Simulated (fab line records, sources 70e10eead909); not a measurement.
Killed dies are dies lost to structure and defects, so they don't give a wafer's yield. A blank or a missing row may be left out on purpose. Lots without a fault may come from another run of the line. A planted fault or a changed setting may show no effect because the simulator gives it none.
Chamber matching | flow nand_harc | NHARC_A_CONTACT_ETCH_106 on rie_diel-04: 4 sister chambers
The step etches the open film in CF4/O2, target depth 90 nm, overetch 9 nm, time 49.5 s. 22 wafers are shown with their chamber, then 11 later ones without.

WAFERS WITH THEIR CHAMBER
wafer  | chamber | showerhead_plenum_p_Torr (Torr) | rf_vpp_V (V) | o2_flow_sccm (sccm)
L077.3 | 3       | 1.31                            | 197.0        | 19.98
L077.4 | 0       | 1.29                            | 194.1        | 20.00
L077.5 | 3       | 1.31                            | 197.3        | 20.01
L079.1 | 0       | 1.29                            | 196.9        | 19.95
L079.2 | 3       | 1.31                            | 197.5        | 20.03
L079.3 | 1       | 1.28                            | 197.1        | 19.92
L081.3 | 2       | 1.40                            | 198.9        | 19.92
L081.5 | 1       | 1.28                            | 197.0        | 19.95
L081.6 | 0       | 1.29                            | 196.5        | 20.03
L082.2 | 0       | 1.29                            | 197.3        | 20.07
L082.4 | 1       | 1.28                            | 197.8        | 20.19
L082.5 | 3       | 1.31                            | 196.9        | 20.05
L086.2 | 1       | 1.28                            | 196.7        | 19.95
L086.5 | 3       | 1.30                            | 196.7        | 19.98
L086.6 | 2       | 1.40                            | 200.2        | 19.92
L087.3 | 1       | 1.28                            | 197.8        | 19.97
L087.5 | 3       | 1.30                            | 196.2        | 20.05
L087.6 | 2       | 1.40                            | 198.7        | 19.97
L085.3 | 0       | 1.29                            | 196.6        | 20.09
L085.4 | 3       | 1.30                            | 195.4        | 19.94
L085.5 | 2       | 1.40                            | 199.1        | 20.08
L089.1 | 2       | 1.40                            | 198.4        | 19.91

SIGNATURES (means of the wafers above)
reading                  | chamber 0 | chamber 1 | chamber 2 | chamber 3 | scatter within a chamber
showerhead_plenum_p_Torr | 1.2900    | 1.2800    | 1.4000    | 1.3057    | 0.00309
rf_vpp_V                 | 196.280   | 197.280   | 199.060   | 196.714   | 0.826
o2_flow_sccm             | 20.0280   | 19.9960   | 19.9600   | 20.0057   | 0.0712
Rule: a wafer's distance from a chamber is the root of the sum, over the readings, of the square of ((its reading less the chamber's mean) divided by the reading's scatter). The wafer belongs to the nearest chamber; if the next one is less than 2 further off, it can't be placed. The scatter: the root of (the sum of the squares of (reading less its chamber's mean) over the shown wafers, divided by (wafers less chambers)).

WAFERS WITHOUT THEIR CHAMBER
wafer  | showerhead_plenum_p_Torr (Torr) | rf_vpp_V (V) | o2_flow_sccm (sccm)
L089.4 | 1.29                            | 196.5        | 20.01
L089.5 | 1.29                            | 197.4        | 20.03
L090.2 | 1.29                            | 198.3        | 20.03
L090.3 | 1.28                            | 196.4        | 20.01
L090.6 | 1.27                            | 196.6        | 19.99
L093.1 | 1.40                            | 200.4        | 19.93
L093.5 | 1.27                            | 195.4        | 19.97
L093.6 | 1.29                            | 196.0        | 20.04
L095.2 | 1.30                            | 196.5        | 19.94
L095.4 | 1.27                            | 196.1        | 20.04
L095.5 | 1.29                            | 198.3        | 20.08

WHICH CHAMBER EACH WENT THROUGH
wafer  | from the rows above     | in truth
L089.4 | 0                       | 0
L089.5 | can't be placed: 0 or 1 | 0
L090.2 | can't be placed: 0 or 1 | 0
L090.3 | 1                       | 1
L090.6 | 1                       | 1
L093.1 | 2                       | 2
L093.5 | 1                       | 1
L093.6 | 0                       | 0
L095.2 | can't be placed: 3 or 0 | 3
L095.4 | 1                       | 1
L095.5 | can't be placed: 0 or 1 | 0
Placed correctly: 7 of 11. Can't be placed from these rows: 4 (the true chamber is among the candidates in 4). Placed wrongly: 0.
